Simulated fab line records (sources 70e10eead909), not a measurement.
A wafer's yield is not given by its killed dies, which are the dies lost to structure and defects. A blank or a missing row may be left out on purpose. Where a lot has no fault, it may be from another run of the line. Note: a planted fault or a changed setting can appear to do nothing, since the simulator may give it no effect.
A sampling plan put to the test    flow nand harc    one fab line, 19 faults that these records tell of, each judged on the records of the lots that it struck
Plan = the line's own looks (route steps where a gauge or an inspection reads the wafer without altering it). A look is open to judgement when struck wafers have a number at it and the file gives its usual mean and standard deviation on fault-free wafers. Caught: the struck wafers' mean, at a look after the fault's first step, is 4 or more of those standard deviations (sigma) away from the usual mean. On the tool: the same test on the tool's own readings at the fault's steps. Caught also covers a different recipe on the struck wafers, or a record left blank for those wafers only.

## THE FAULTS, as the simulator had put them in
1. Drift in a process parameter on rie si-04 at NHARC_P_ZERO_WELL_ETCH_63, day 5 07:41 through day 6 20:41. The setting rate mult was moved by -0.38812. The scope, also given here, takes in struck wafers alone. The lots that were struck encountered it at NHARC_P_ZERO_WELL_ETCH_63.
2. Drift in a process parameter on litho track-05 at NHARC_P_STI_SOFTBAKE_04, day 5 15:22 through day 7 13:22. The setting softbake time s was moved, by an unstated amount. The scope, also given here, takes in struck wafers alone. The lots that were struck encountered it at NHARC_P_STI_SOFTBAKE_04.
3. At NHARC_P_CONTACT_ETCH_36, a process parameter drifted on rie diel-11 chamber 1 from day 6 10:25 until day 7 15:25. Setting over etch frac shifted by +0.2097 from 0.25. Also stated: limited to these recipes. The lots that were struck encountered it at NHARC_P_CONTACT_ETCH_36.
4. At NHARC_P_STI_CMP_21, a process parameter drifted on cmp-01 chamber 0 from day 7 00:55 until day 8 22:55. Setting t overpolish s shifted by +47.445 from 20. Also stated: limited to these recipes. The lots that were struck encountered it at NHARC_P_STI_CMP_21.
5. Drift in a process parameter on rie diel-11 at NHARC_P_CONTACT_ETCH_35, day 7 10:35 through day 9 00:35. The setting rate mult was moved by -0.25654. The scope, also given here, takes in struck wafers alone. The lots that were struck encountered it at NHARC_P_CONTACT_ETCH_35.
6. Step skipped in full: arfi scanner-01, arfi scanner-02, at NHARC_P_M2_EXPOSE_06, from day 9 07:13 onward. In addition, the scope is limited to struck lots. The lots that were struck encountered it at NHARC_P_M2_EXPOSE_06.
7. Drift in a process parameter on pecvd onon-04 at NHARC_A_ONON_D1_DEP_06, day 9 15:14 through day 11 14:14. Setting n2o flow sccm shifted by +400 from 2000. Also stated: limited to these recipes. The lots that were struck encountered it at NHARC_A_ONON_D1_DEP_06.
8. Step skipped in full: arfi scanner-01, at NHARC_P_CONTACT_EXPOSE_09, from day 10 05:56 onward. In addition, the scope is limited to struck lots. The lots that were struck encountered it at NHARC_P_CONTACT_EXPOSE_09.
9. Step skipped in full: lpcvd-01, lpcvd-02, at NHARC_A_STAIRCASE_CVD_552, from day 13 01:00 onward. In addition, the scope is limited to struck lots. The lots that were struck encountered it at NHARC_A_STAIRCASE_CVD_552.
10. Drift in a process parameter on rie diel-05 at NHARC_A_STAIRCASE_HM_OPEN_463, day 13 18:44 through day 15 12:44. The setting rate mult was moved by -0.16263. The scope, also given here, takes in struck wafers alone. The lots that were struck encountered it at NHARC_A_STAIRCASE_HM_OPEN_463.
11. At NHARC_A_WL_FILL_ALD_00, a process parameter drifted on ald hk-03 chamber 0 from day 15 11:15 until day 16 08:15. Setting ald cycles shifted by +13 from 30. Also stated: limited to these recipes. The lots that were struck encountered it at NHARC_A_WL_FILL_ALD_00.
12. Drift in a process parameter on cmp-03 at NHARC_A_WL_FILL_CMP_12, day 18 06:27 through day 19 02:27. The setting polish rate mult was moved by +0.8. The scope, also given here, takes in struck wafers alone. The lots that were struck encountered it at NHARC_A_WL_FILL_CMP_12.
13. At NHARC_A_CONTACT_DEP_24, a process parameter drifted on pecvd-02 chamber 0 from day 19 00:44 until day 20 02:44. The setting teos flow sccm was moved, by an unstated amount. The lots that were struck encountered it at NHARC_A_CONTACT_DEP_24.
14. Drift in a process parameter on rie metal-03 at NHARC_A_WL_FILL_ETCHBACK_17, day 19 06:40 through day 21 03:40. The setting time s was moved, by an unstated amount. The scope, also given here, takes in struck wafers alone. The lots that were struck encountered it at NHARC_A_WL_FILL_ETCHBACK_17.
15. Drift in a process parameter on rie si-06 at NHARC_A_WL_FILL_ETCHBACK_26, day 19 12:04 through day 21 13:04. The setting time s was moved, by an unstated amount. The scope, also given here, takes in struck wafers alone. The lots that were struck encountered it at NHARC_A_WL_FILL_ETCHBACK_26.
16. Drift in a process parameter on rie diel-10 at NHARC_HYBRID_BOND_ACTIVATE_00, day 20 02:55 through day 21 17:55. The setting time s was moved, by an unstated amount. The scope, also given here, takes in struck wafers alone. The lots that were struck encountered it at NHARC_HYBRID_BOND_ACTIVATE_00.
17. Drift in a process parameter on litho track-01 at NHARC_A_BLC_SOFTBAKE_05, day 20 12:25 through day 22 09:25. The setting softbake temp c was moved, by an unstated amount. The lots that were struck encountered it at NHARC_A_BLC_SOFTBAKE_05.
18. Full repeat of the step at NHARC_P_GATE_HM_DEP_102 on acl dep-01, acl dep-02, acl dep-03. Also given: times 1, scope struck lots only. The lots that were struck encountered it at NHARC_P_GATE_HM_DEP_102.
19. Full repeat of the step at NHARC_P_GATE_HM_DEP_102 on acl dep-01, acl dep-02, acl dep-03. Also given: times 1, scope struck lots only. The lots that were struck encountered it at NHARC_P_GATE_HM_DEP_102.

## WHAT THE PLAN SAW
fault  on the tool itself                                first look that catches it                       reading, sigma                                            median hours from its first step to that look  hours from the fault's start to the first struck lot there  judged looks passed uncaught
1      oes product au -24 sigma                          none of the 2 looks that can be judged after it  -                                                         -                                              -                                                           2
2      heater power total W +23 sigma                    no look after it can be judged                   -                                                         -                                              -                                                           0
3      under 2 sigma                                     no look after it can be judged                   -                                                         -                                              -                                                           0
4      overpolish run s +99 or beyond sigma              no look after it can be judged                   -                                                         -                                              -                                                           0
5      oes product au -16 sigma                          NHARC_END_SORT_01                                killed at periphery +14                                   322.9                                          323                                                         1
6      no reading that can be judged                     no look after it can be judged                   -                                                         -                                              -                                                           0
7      n2o flow sccm +68 sigma                           not the one look that can be judged after it     -                                                         -                                              -                                                           1
8      no reading that can be judged                     no look after it can be judged                   -                                                         -                                              -                                                           0
9      the tool's record is blank for the struck wafers  NHARC_END_SORT_01                                killed at array +56                                       158.5                                          162                                                         0
10     oes product au -9.6 sigma                         NHARC_END_SORT_01                                killed at array +70                                       182.4                                          170                                                         0
11     under 2 sigma                                     no look after it can be judged                   -                                                         -                                              -                                                           0
12     only faintly: time to endpoint s -3.0 sigma       none of the 2 looks that can be judged after it  -                                                         -                                              -                                                           2
13     mfc precursor sccm +9.7 sigma                     no look after it can be judged                   -                                                         -                                              -                                                           0
14     run length s -24 sigma                            no look after it can be judged                   -                                                         -                                              -                                                           0
15     run length s -8.5 sigma                           no look after it can be judged                   -                                                         -                                              -                                                           0
16     run length s -8.6 sigma                           not the one look that can be judged after it     strongest: sort rim yield pct at NHARC_END_SORT_01, -3.0  -                                              -                                                           1
17     heater power total W +29 sigma                    not the one look that can be judged after it     -                                                         -                                              -                                                           1
18     under 2 sigma                                     none of the 2 looks that can be judged after it  -                                                         -                                              -                                                           2
19     under 2 sigma                                     none of the 2 looks that can be judged after it  -                                                         -                                              -                                                           2
A dash: this means the fault isn't caught or the number doesn't appear in these records.

Caught at a look: 3 of 19. Caught on the tool: 12 of 19. By one or the other: 12 of 19.
On the tool alone, faults 1, 2, 4, 7, 13, 14, 15, 16, 17 were caught.
Caught by neither: faults 3, 6, 8, 11, 12, 18, 19.

## THINNER SAMPLING
If the look that catches a fault measured only every second or every third lot, by lot number, the first struck lot would be measured this late in the worst case:
fault  struck lots at that look, in order of time  every lot  every second lot  every third lot
5      L513                                        323 h      may miss it       may miss it
9      L215, L218                                  162 h      182 h             may miss all 2
10     L550, L554, L552                            170 h      may miss all 3    193 h
Hours are from the fault's start to the first struck lot that is measured. Since the struck wafers were tested as one group against 4 sigma, a single lot by itself may lie under the limit. Other struck lots may not be in these records.

## THE LONGEST TIMED WAY FROM STEP TO LOOK
Fault 5: median gap of 322.9 hours between NHARC_P_CONTACT_ETCH_35 and NHARC_END_SORT_01. The look between them that can be judged stayed within 4 sigma: NHARC_P_CONTACT_INSPECT_27.
